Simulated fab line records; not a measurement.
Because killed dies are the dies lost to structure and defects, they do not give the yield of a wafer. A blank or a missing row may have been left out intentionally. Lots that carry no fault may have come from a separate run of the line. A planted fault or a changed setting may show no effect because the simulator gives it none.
Matching of chambers + flow n5-finfet + N5_BEOL_M10_CMP_52 on cmp-02 has 4 sister chambers
The step polishes, stops on SiCOH lowk, t overpolish 7 s, target thk 140 nm. 4 wafers are shown with their chamber, then 8 later ones without.

EACH WAFER AND ITS CHAMBER
| wafer  | chamber | motor-current-A (A) |
|--------|---------|---------------------|
| L084.1 | 1       | 6.0                 |
| L084.5 | 3       | 7.6                 |
| L086.6 | 2       | 5.5                 |
| L089.1 | 0       | 5.7                 |

WAFERS WHOSE CHAMBER IS MISSING
| wafer  | motor-current-A (A) |
|--------|---------------------|
| L089.3 | 5.6                 |
| L089.4 | 5.9                 |
| L090.1 | 7.6                 |
| L090.2 | 5.9                 |
| L090.3 | 5.3                 |
| L095.2 | 6.1                 |
| L095.4 | 7.5                 |
| L095.6 | 7.5                 |

CHAMBER TAKEN BY EACH
| wafer  | from the rows above     | in truth |
|--------|-------------------------|----------|
| L089.3 | can't be placed: 2 or 0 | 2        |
| L089.4 | can't be placed: 1 or 0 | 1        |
| L090.1 | 3                       | 3        |
| L090.2 | can't be placed: 1 or 0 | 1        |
| L090.3 | can't be placed: 2 or 0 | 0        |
| L095.2 | 1                       | 1        |
| L095.4 | 3                       | 3        |
| L095.6 | 3                       | 3        |
Correctly placed: 4 of 8. Cannot be placed on the basis of these rows: 4; the candidates contain the true chamber in 4. 0 placed wrongly.
How it was worked out, from the rows above alone: a wafer's distance from a chamber is the root of the sum, over the readings, of the square of ((its reading less the chamber's mean) divided by the reading's scatter). The wafer belongs to the nearest chamber; if the next one is less than 2 further off, it can't be placed. Each chamber's mean is taken over the wafers shown for it. The scatter (one wafer shown for each chamber): square how far every hidden wafer sits from the nearest shown wafer, average those squares and take the square root.
